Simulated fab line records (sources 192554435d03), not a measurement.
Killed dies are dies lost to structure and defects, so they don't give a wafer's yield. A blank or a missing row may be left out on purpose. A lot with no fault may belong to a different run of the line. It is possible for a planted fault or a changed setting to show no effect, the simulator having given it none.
Split-lot study -- flow n5 finfet -- 7 lots, 21 wafers read, on a route of 1938 steps

THE SPLIT
At N5_MOL_CONTACT_COAG_ETCH_91 (etches SOC in N2/H2, target depth 60 nm, overetch 21 nm, time 101.2 s), the setting source w was moved away from the recipe's 840 W on 6 of the 21 wafers read, by -15.1% to +7.4%. This setting was run at the recipe's value on the other wafers.

The reading is taken at the split's own step.

THE READING
rf vpp V, in V, at N5_MOL_CONTACT_COAG_ETCH_91 (etches SOC in N2/H2, target depth 60 nm, overetch 21 nm, time 101.2 s). A value of 525 V with a standard deviation of 3.1 V is what fault-free wafers of this fab line usually give.

wafer,"tool, chamber at the split","source w as run, W",against the recipe,"rf vpp V, V",against lot-mates on the recipe
L080.1,"rie diel-03, 3",878.6,+4.6%,520,-9
L080.2,"rie diel-03, 1",878.6,+4.6%,522,-7
L080.5,"rie diel-03, 1",840,recipe,529,-
L081.1,"rie diel-04, 2",840,recipe,529,-
L081.3,"rie diel-04, 0",720.3,-14.3%,556,+31
L081.4,"rie diel-04, 3",840,recipe,521,-
L090.1,"rie diel-01, 2",712.8,-15.1%,558,+31
L090.5,"rie diel-01, 3",840,recipe,527,-
L090.6,"rie diel-01, 2",712.8,-15.1%,557,+30
L091.2,"rie diel-01, 2",840,recipe,529,-
L091.5,"rie diel-01, 2",840,recipe,527,-
L091.6,"rie diel-01, 1",840,recipe,521,-
L093.2,"rie diel-03, 0",840,recipe,527,-
L093.5,"rie diel-03, 1",840,recipe,527,-
L093.6,"rie diel-03, 2",840,recipe,520,-
L096.1,"rie diel-03, 1",840,recipe,529,-
L096.2,"rie diel-03, 2",901.8,+7.4%,509,-18
L096.3,"rie diel-03, 0",840,recipe,526,-
L097.2,"rie diel-03, 3",840,recipe,527,-
L097.4,"rie diel-03, 0",840,recipe,526,-
L097.6,"rie diel-03, 2",840,recipe,520,-

FIT RESULTS
A straight line over all 21 wafers: rf vpp V changes by -2.04 V for each +1% of source w; r = -0.97; the points scatter about the line by 3.3 V.
The same after taking each lot's own level away (the mean of its wafers on the recipe; 21 wafers): -2.08 V for each +1%; r = -0.98; scatter 2.8 V.
The reading moves by 31 V for the largest change in source w, on that fit.
The span of the lots' own levels, 524.3 to 529.0 V, comes to 1.5 times the standard deviation stated above.
Consequently the slope shifts little with the lot-to-lot level, the two slopes agreeing.
Check: +31.7 V against its lot-mates is what the line predicts for one of the wafers moved furthest among these (-15.1%) when that wafer is left out of the fit. Against them it came out at +31 V.
Tool readings at the split's step, against how far the setting was moved: rf vpp V r = -0.97.

OTHER SPLITS APPLIED TO THESE WAFERS
These wafers also went through other splits before the reading. Each is held against what the fit with the lots' levels taken away leaves over:
other split on the same wafers,wafers away from the commonest value,r with rf vpp V (lot level and that fit taken away)
N5_HKMG_FIN_ETCH_32 bias w,8,-0.20
N5_GATE_CUT_ETCH_37 bias w,9,+0.17
N5_MOL_CONTACT_COAG_EXPOSE_81 dose mj,6,+0.27

THE FILE'S OWN FIT
rf vpp V changes by -2.12 V for each +1% of source w, r = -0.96.
